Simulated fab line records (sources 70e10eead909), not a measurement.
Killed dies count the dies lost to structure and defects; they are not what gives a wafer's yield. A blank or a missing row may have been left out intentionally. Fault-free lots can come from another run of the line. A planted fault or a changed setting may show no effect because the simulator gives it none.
Matching of chambers / flow nand_harc / NHARC_P_M1_STRIP_18 on rie_diel-01 has 4 sister chambers
The step strips in N2/H2. 4 wafers are shown with their chamber, then 12 later ones without.

WAFERS, EACH WITH ITS CHAMBER
wafer=L082.6; chamber=3; drypump_motor_current_A (A)=5.5
wafer=L089.2; chamber=0; drypump_motor_current_A (A)=6.3
wafer=L089.3; chamber=1; drypump_motor_current_A (A)=5.2
wafer=L089.6; chamber=2; drypump_motor_current_A (A)=5.7

WAFERS WITHOUT THEIR CHAMBER
wafer=L091.1; drypump_motor_current_A (A)=6.3
wafer=L091.3; drypump_motor_current_A (A)=5.2
wafer=L091.4; drypump_motor_current_A (A)=5.2
wafer=L094.1; drypump_motor_current_A (A)=5.2
wafer=L094.5; drypump_motor_current_A (A)=5.7
wafer=L094.6; drypump_motor_current_A (A)=5.6
wafer=L093.1; drypump_motor_current_A (A)=5.7
wafer=L093.2; drypump_motor_current_A (A)=6.3
wafer=L093.5; drypump_motor_current_A (A)=6.3
wafer=L097.3; drypump_motor_current_A (A)=6.3
wafer=L097.4; drypump_motor_current_A (A)=5.7
wafer=L097.6; drypump_motor_current_A (A)=6.3

WHICH CHAMBER EACH WENT THROUGH
wafer=L091.1; from the rows above=0; in truth=0
wafer=L091.3; from the rows above=1; in truth=1
wafer=L091.4; from the rows above=1; in truth=1
wafer=L094.1; from the rows above=1; in truth=1
wafer=L094.5; from the rows above=2; in truth=2
wafer=L094.6; from the rows above=can't be placed: 3 or 2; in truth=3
wafer=L093.1; from the rows above=2; in truth=2
wafer=L093.2; from the rows above=0; in truth=0
wafer=L093.5; from the rows above=0; in truth=0
wafer=L097.3; from the rows above=0; in truth=0
wafer=L097.4; from the rows above=2; in truth=2
wafer=L097.6; from the rows above=0; in truth=0
Placed correctly: 11 of 12. Cannot be placed on the basis of these rows: 1; the candidates contain the true chamber in 1. Wrongly placed: 0.
How it was worked out, from the rows above alone: a wafer's distance from a chamber is the root of the sum, over the readings, of the square of ((its reading less the chamber's mean) divided by the reading's scatter). If the next closest chamber is less than 2 further off than the closest, the wafer can't be placed; otherwise it belongs to the closest. For every chamber, the mean is computed from those of its wafers that are shown. The scatter: root of mean squared gap, hidden wafer to nearest shown wafer, with one shown wafer a chamber.
